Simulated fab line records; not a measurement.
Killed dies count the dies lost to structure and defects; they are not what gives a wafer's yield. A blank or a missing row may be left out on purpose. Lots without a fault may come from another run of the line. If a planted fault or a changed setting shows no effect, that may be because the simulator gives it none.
Split-lot trial	flow n5_finfet	7 lots, 21 wafers read, on a route of 1938 steps

## THE SPLIT
At N5_DUMMY_GATE_PECVD_30 (deposits SiO2 from TEOS/O2, target thk 55 nm, time 10.8 s), the setting time_s was moved away from the recipe's 10.8 s on 7 of the 21 wafers read, by -13.5% to +5.9%. All remaining wafers had this setting at the recipe value.

## FROM THE SPLIT TO THE READING: what the file shows between them, 7 steps
- N5_DUMMY_GATE_EXPOSE_12: exposes mask GATE, target cd 25 nm (also split here: dose_mj)
- N5_DUMMY_GATE_PEB_13: peb time 60 s
- N5_DUMMY_GATE_DEVELOP_14: develop time 30 s
- N5_DUMMY_GATE_CD_MEAS_15: target cd 25.8 nm
- N5_DUMMY_GATE_ETCH_31: etches SiO2 in C4F6/O2, target depth 82.5 nm, time 27.5 s
- N5_DUMMY_GATE_STRIP_41: strips in O2
- N5_DUMMY_GATE_HM_OPEN_21: chemistry CH3F/O2, target SiNx, target depth 120 nm, time 171.4 s

## THE READING
SiO2_of_DUMMY_GATE_PECVD_30.thk_nm (the simulator's own value, which no gauge read), in nm, at N5_DUMMY_GATE_ETCH_32 (etches SiO2 in CF4, target depth 3.5 nm, time 3.9 s). There is no usual value for it anywhere in the file. Average 42.0 nm, standard deviation 1.3 nm, over the 14 wafers here run with the recipe.

wafer	tool, chamber at the split	time_s as run, s	against the recipe	SiO2_of_DUMMY_GATE_PECVD_30.thk_nm, nm	against lot-mates on the recipe
L075.1	pecvd-04, 1	10.8	recipe	41.6	-
L075.2	pecvd-04, 2	10.8	recipe	41.4	-
L075.5	pecvd-04, 1	10.8	recipe	42.6	-
L080.1	pecvd-02, 0	9.339	-13.5%	33	-8.0
L080.5	pecvd-02, 0	9.339	-13.5%	33.4	-7.6
L080.6	pecvd-02, 1	10.8	recipe	41	-
L082.1	pecvd-04, 1	10.8	recipe	43	-
L082.3	pecvd-04, 0	10.8	recipe	41.2	-
L082.4	pecvd-04, 1	10.8	recipe	43.6	-
L084.1	pecvd-03, 1	10.8	recipe	41.8	-
L084.2	pecvd-03, 2	11.44	+5.9%	45.2	+3.4
L084.4	pecvd-03, 0	11.44	+5.9%	45.4	+3.6
L085.1	pecvd-04, 0	10.8	recipe	39.2	-
L085.5	pecvd-04, 0	10.8	recipe	40.6	-
L085.6	pecvd-04, 1	10.8	recipe	43.6	-
L089.3	pecvd-03, 1	10.15	-6.0%	38.2	-4.8
L089.4	pecvd-03, 0	10.8	recipe	42.2	-
L089.6	pecvd-03, 2	10.8	recipe	43.8	-
L094.1	pecvd-02, 2	11.24	+4.1%	44	+1.4
L094.4	pecvd-02, 1	11.24	+4.1%	43.8	+1.2
L094.6	pecvd-02, 2	10.8	recipe	42.6	-

FIT RESULTS
A straight line over all 21 wafers: SiO2_of_DUMMY_GATE_PECVD_30.thk_nm changes by +0.621 nm for each +1% of time_s; r = +0.94; the points scatter about the line by 1.1 nm.
The same after taking each lot's own level away (the mean of its wafers on the recipe; 21 wafers): +0.573 nm for each +1%; r = +0.95; scatter 1 nm.
According to that fit, moving time_s by its largest amount changes the reading by 7.8 nm.
Across the lots, their own levels run from 41.00 to 43.00 nm, a range of 1.6 times the standard deviation given above.
Hence the lot-to-lot level has little effect on the slope; both slopes agree.
Check: for one of the wafers moved furthest among these (-13.5%), held out of the fit, the line's prediction against its lot-mates is -7.86 nm. Against them it came out at -8 nm.

## ADDITIONAL SPLITS CARRIED BY THESE WAFERS
Note: prior to the reading, these wafers also went through further splits. Each is held against what the fit with the lots' levels taken away leaves over:
other split on the same wafers	wafers away from the commonest value	r with SiO2_of_DUMMY_GATE_PECVD_30.thk_nm (lot level and that fit taken away)
N5_ZERO_LAYER_PECVD_02 time_s	10	-0.19
N5_PMOS_HMC_CHANNEL_EPI_HM_DEP_34 time_s	5	+0.11
N5_PMOS_HMC_CHANNEL_EPI_EXPOSE_06 dose_mj	7	-0.11
N5_FIN_SAQP_SPACER1_ALD_24 ald_cycles	8	-0.06
N5_DUMMY_GATE_EXPOSE_12 dose_mj	7	+0.04

## THE WHOLE CHAIN: every reading that the file lists as answering this split, in the file's order
step	what it does	reading	change (the file's fit)	r (the file's)
N5_DUMMY_GATE_PECVD_30	deposits SiO2 from TEOS/O2, target thk 55 nm, time 10.8 s	SiO2_of_DUMMY_GATE_PECVD_30.thk_nm (the simulator's own value, which no gauge read)	+0.627 nm for each +1% of the setting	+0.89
N5_DUMMY_GATE_HM_OPEN_21	chemistry CH3F/O2, target SiNx, target depth 120 nm, time 171.4 s	SiO2_of_DUMMY_GATE_PECVD_30.thk_nm (the simulator's own value, which no gauge read)	+0.596 nm for each +1% of the setting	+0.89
N5_DUMMY_GATE_ETCH_32	etches SiO2 in CF4, target depth 3.5 nm, time 3.9 s	SiO2_of_DUMMY_GATE_PECVD_30.thk_nm (the simulator's own value, which no gauge read)	+0.592 nm for each +1% of the setting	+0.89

## FILE'S OWN FIT
SiO2_of_DUMMY_GATE_PECVD_30.thk_nm changes by +0.592 nm for each +1% of time_s, r = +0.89.
